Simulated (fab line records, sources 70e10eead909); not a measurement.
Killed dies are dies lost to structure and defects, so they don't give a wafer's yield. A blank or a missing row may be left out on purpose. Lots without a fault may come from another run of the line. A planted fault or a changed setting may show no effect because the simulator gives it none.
A struck lot beside a sound one | flow nand_harc | 14 steps out of a route of 1159
Sound: wafers L882.1, L882.4, L882.5. Struck: wafers L884.1, L884.4, L884.6. The cause comes at the end.
At each step with rows: each side's tool, then ch and its chambers, then its first start. Under that, the readings that differ: sound wafers | struck wafers | difference of the means | sigmas: that difference in standard deviations of wafers without a fault.
alike: readings whose means differ by less than 2 such deviations, and words and numbers that are the same on both sides. not compared: withheld readings, readings that some wafer has no value for, bounds like >300 that may hide the same value, and numbers for which the record gives no deviation and whose values overlap.
The two part at a step that has a row with sigmas, a row that says differs or no value, or rows on one side only. Numbers that don't overlap but have no deviation are shown without sigmas and don't part them. A reading that every wafer of one side lacks parts them only if that side has two wafers or more.

first, 4 steps without rows for these wafers: NHARC_A_STAIRCASE_EXPOSE_06 (exposes mask STAIR); NHARC_A_STAIRCASE_PEB_07 (peb time 130 s); NHARC_A_STAIRCASE_DEVELOP_08 (time 140 s); NHARC_A_STAIRCASE_HARDBAKE_10 (time 140 s).
NHARC_A_STAIRCASE_DESCUM_11: chemistry O2, time 3 s.
  sound on rie_diel-04 ch 0,1,3, day 14 04:42; struck on rie_diel-11 ch 1,3, day 14 06:23
  reading      | sound          | struck         | difference | sigmas
  rf_vpp_V (V) | 57.8 57.5 57.4 | 60.6 60.4 59.4 | +2.6       | +3
  alike: drypump_motor_current_A, oes_product_au, showerhead_plenum_p_Torr, throttle_valve_pct
  not compared: rf_hours_counter_h
NHARC_A_STAIRCASE_TRIM_12: chemistry O2, time 211.2 s.
  sound on rie_diel-04 ch 0,2,3, day 14 04:50; struck on rie_diel-11 ch 1,2, day 14 06:34
  alike: chamber_pressure_mTorr, drypump_motor_current_A, oes_product_au, rf_vpp_V, showerhead_plenum_p_Torr, throttle_valve_pct
  not compared: rf_hours_counter_h
NHARC_A_STAIRCASE_ETCH_13: etches the open film in C4F8/O2, target depth 100 nm, time 40.5 s.
  sound on rie_diel-04 ch 0,3; struck on rie_diel-11 ch 0,2
  alike: oes_product_au, rf_vpp_V
  not compared: rf_hours_counter_h
then, 3 steps without rows for these wafers: NHARC_A_STAIRCASE_TRIM_14 (chemistry O2, time 211.2 s); NHARC_A_STAIRCASE_ETCH_15 (etches the open film in C4F8/O2, target depth 100 nm, time 40.5 s); NHARC_A_STAIRCASE_TRIM_16 (chemistry O2, time 211.2 s).
NHARC_A_STAIRCASE_ETCH_17: etches the open film in C4F8/O2, target depth 100 nm, time 40.5 s.
  sound on rie_diel-04 ch 0,1; struck on rie_diel-11 ch 0,2,3
  alike: oes_product_au, rf_vpp_V
  not compared: rf_hours_counter_h
NHARC_A_STAIRCASE_TRIM_18: chemistry O2, time 211.2 s.
  sound on rie_diel-04 ch 0,1,3, day 14 06:07; struck on rie_diel-11 ch 0,2,3, day 14 07:28
  no value came back on the struck wafers for any of 7 readings (bias_w (W), chamber_pressure_mTorr (mTorr) and others); on the sound wafers bias_w (W) reads 0 0 0
  not compared: rf_hours_counter_h
NHARC_A_STAIRCASE_ETCH_19: etches the open film in C4F8/O2, target depth 100 nm, time 40.5 s.
  sound on rie_diel-04 ch 1,2,3; struck on rie_diel-11 ch 0,1,2
  alike: oes_product_au, rf_vpp_V
  not compared: rf_hours_counter_h
-- the record jumps here: 12 days lie between the struck wafers' starts before and after (it left off in module A_STAIRCASE and takes up again in module END, whose first step shown is number 1159 of the route) --
NHARC_END_SORT_01:
  the record has rows for the struck wafers here (prober-01 ch 0, day 26 10:56) and none for the sound ones

WHERE THEY PART
First at NHARC_A_STAIRCASE_DESCUM_11; last, within this record, at NHARC_END_SORT_01.

WHY: what the simulator had put in
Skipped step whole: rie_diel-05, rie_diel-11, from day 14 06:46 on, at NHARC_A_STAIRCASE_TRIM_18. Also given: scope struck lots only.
